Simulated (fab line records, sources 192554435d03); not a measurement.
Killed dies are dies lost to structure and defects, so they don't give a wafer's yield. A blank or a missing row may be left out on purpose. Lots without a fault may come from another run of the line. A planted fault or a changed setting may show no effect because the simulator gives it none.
Chamber matching | flow n5_finfet | N5_BEOL_M8_DEP_56 on pecvd-03: 3 sister chambers
The step deposits SiCN from 3MS/NH3, target thk 10 nm, time 17.5 s. 6 wafers are shown with their chamber, then 10 later ones without.

WAFERS WITH THEIR CHAMBER
wafer  | chamber | showerhead_plenum_p_Torr (Torr) | throttle_valve_pct (%)
L075.6 | 2       | 3.650                           | 8.5
L076.1 | 2       | 3.650                           | 8.7
L080.6 | 1       | 3.668                           | 8.5
L081.5 | 1       | 3.670                           | 8.5
L082.3 | 0       | 3.665                           | 8.9
L082.4 | 0       | 3.654                           | 8.6

WAFERS WITHOUT THEIR CHAMBER
wafer  | showerhead_plenum_p_Torr (Torr) | throttle_valve_pct (%)
L082.5 | 3.652                           | 9.2
L091.1 | 3.649                           | 8.5
L091.2 | 3.668                           | 8.8
L091.5 | 3.662                           | 9.0
L092.1 | 3.651                           | 8.6
L092.4 | 3.661                           | 8.6
L092.5 | 3.649                           | 9.1
L094.2 | 3.651                           | 8.6
L094.3 | 3.647                           | 9.0
L094.5 | 3.665                           | 8.7

WHICH CHAMBER EACH WENT THROUGH
wafer  | from the rows above          | in truth
L082.5 | can't be placed: 0 or 2      | 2
L091.1 | 2                            | 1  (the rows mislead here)
L091.2 | can't be placed: 0 or 1      | 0
L091.5 | can't be placed: 0 or 1 or 2 | 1
L092.1 | can't be placed: 2 or 0      | 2
L092.4 | can't be placed: 0 or 1 or 2 | 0
L092.5 | can't be placed: 0 or 2      | 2
L094.2 | can't be placed: 2 or 0      | 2
L094.3 | can't be placed: 2 or 0      | 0
L094.5 | can't be placed: 0 or 1      | 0
Placed correctly: 0 of 10. Can't be placed from these rows: 9 (the true chamber is among the candidates in 9). Placed wrongly: 1.
How it was worked out, from the rows above alone: a wafer's distance from a chamber is the root of the sum, over the readings, of the square of ((its reading less the chamber's mean) divided by the reading's scatter). The wafer belongs to the nearest chamber; if the next one is less than 2 further off, it can't be placed. A chamber's mean is the mean of its shown wafers. The scatter: the root of (the sum of the squares of (reading less its chamber's mean) over the shown wafers, divided by (wafers less chambers)).
